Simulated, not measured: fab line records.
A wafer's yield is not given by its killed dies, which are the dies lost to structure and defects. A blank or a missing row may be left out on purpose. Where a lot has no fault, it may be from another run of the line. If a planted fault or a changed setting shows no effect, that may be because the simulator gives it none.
Matching of chambers / flow n5_finfet / N5_BEOL_M11_STRIP_19 on rie_diel-06: 4 sister chambers
The step strips in O2. 4 wafers are shown with their chamber, then 8 later ones without.

== WAFERS PAIRED WITH THEIR CHAMBERS ==
wafer=L085.1; chamber=1; showerhead_plenum_p_Torr (Torr)=1.93
wafer=L086.3; chamber=3; showerhead_plenum_p_Torr (Torr)=2.15
wafer=L086.5; chamber=2; showerhead_plenum_p_Torr (Torr)=2.11
wafer=L089.1; chamber=0; showerhead_plenum_p_Torr (Torr)=2.15

== WAFERS WITHOUT THEIR CHAMBER ==
wafer=L089.3; showerhead_plenum_p_Torr (Torr)=2.15
wafer=L089.4; showerhead_plenum_p_Torr (Torr)=2.15
wafer=L093.1; showerhead_plenum_p_Torr (Torr)=2.11
wafer=L093.4; showerhead_plenum_p_Torr (Torr)=1.92
wafer=L093.5; showerhead_plenum_p_Torr (Torr)=2.11
wafer=L096.1; showerhead_plenum_p_Torr (Torr)=2.15
wafer=L096.3; showerhead_plenum_p_Torr (Torr)=1.92
wafer=L096.5; showerhead_plenum_p_Torr (Torr)=1.92

== CHAMBER TAKEN BY EACH ==
wafer=L089.3; from the rows above=can't be placed: 0 or 3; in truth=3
wafer=L089.4; from the rows above=can't be placed: 0 or 3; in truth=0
wafer=L093.1; from the rows above=2; in truth=2
wafer=L093.4; from the rows above=1; in truth=1
wafer=L093.5; from the rows above=2; in truth=2
wafer=L096.1; from the rows above=can't be placed: 0 or 3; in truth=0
wafer=L096.3; from the rows above=1; in truth=1
wafer=L096.5; from the rows above=1; in truth=1
Correct placement for 5 of the 8. From these rows, 3 cannot be placed; in 3 the true chamber is one of the candidates. Placed wrongly: 0.
How it was worked out, from the rows above alone: a wafer's distance from a chamber is the root of the sum, over the readings, of the square of ((its reading less the chamber's mean) divided by the reading's scatter). The wafer belongs to the nearest chamber; if the next one is less than 2 further off, it can't be placed. The mean given for a chamber averages the wafers shown for that chamber. The scatter: root of mean squared gap, hidden wafer to nearest shown wafer, with one shown wafer a chamber.
